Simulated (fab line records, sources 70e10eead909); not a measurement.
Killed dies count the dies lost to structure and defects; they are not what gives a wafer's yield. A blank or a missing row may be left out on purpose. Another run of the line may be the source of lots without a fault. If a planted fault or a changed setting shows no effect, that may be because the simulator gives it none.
8D (eight disciplines) problem report, filled in by code	flow nand-harc	the parts of the form that need people (team, actions taken, sign-off) are left out

1. THE ISSUE
At NHARC_END_SORT_01, killed-at-periphery averages 87.5 over 2 wafers from 2 lots, while fault-free wafers read 3.4, standard deviation 2.1. Measured from the usual mean, that is +40 standard deviations.
First seen on wafer L521.2, day 23 19:14, on prober-01. At this step, 21 wafers from 7 lots have a number in the record. Rule for "out", or "out of limits": more than 4 standard deviations from the usual mean. The rest of the wafers with a number are treated as sound.

2. WHAT IT IS; WHAT IT IS NOT
question	is	is not
which readings at this step	killed-at-periphery, defect-limited-yield, killed-dies, sort_bin_2_pct, sort_bin_3_pct, sort-n-pass, sort-yield-pct	killed-at-array, killed-open, killed-short
which lots	L521, L523	L502, L511, L512, L513, L514
which wafers of those lots	L521.2, L523.1	L521.3, L521.4, L523.3, L523.5
read on which gauges	prober-01	prober-02
when	from day 23 19:14	up to then (15 sound wafers); but 4 sound wafers of L521, L523 came after

3. WHAT RULES OUT EACH SUSPECT
Counting: if a tool at a process step up to the reading ran every lot that is out, it stays a suspect. Sound lots after the first of them don't rule it out here, since some wafers of a struck lot are sound.
- the gauge at NHARC_END_SORT_01: kept. All the wafers that are out were read on prober-01, and no step on other tools shows them out.
- pecvd-03 at NHARC_P_M2_PRE_CLEAN_32 (time 12 s): kept. It ran every lot that is out, first L521 (day 10 23:13); its last sound lot up to then is L514 (day 9 14:04).
- At NHARC_P_M2_PRE_CLEAN_32, inside pecvd-03: chamber 2 took the wafers that are out, while their sound lot-mates went through chambers 0, 1.
After counting, pecvd-03 at NHARC_P_M2_PRE_CLEAN_32 and prober-01 at NHARC_END_SORT_01 remain.

4. THE CAUSE (what the simulator had put in)
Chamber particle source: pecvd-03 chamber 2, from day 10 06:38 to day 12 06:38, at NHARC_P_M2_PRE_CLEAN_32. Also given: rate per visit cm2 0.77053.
This tool is one of the 2 suspects left after counting.

5. THE EFFECT CHAIN, in route order
Each row: a reading whose mean over the struck wafers that have a number lies more than 3 standard deviations from the usual. Only readings for which the record gives a usual standard deviation are gone through. hours: the time from each lot's start at the first step in this table that gives one to its start at this step, as a median over the lots. sigmas: the change in usual standard deviations.
hours	step	reading	usual	on struck wafers	change	sigmas
0	NHARC_END_SORT_01	defect-limited-yield	95.4 %	83.5	-11.9	-6.6
0	NHARC_END_SORT_01	killed-at-periphery	3.4	87.5	+84.1	+40
0	NHARC_END_SORT_01	killed-dies	31	112	+80	+6.7
0	NHARC_END_SORT_01	sort_bin_2_pct	1.5 %	6.7	+5.2	+7.3
0	NHARC_END_SORT_01	sort_bin_3_pct	0.25 %	3.69	+3.44	+16
0	NHARC_END_SORT_01	sort-n-pass	646	566	-80	-6.7
0	NHARC_END_SORT_01	sort-yield-pct	95.4 %	83.5	-11.9	-6.6

6. HOW IT WOULD HAVE BEEN CAUGHT EARLIER
The first out-of-limits reading at a measuring or inspecting step in this record came at day 23 19:14, 325 hours after the fault's start at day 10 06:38.
No tool reading at NHARC_P_M2_PRE_CLEAN_32 that has a usual standard deviation in the record was out on any struck wafer, so an alarm limit of 4 standard deviations on those readings would not have fired.
All the lots that are out (2) had begun NHARC_P_M2_PRE_CLEAN_32 on pecvd-03 by day 23 19:14. Had the tool been put on hold then, not one of them would have been saved.
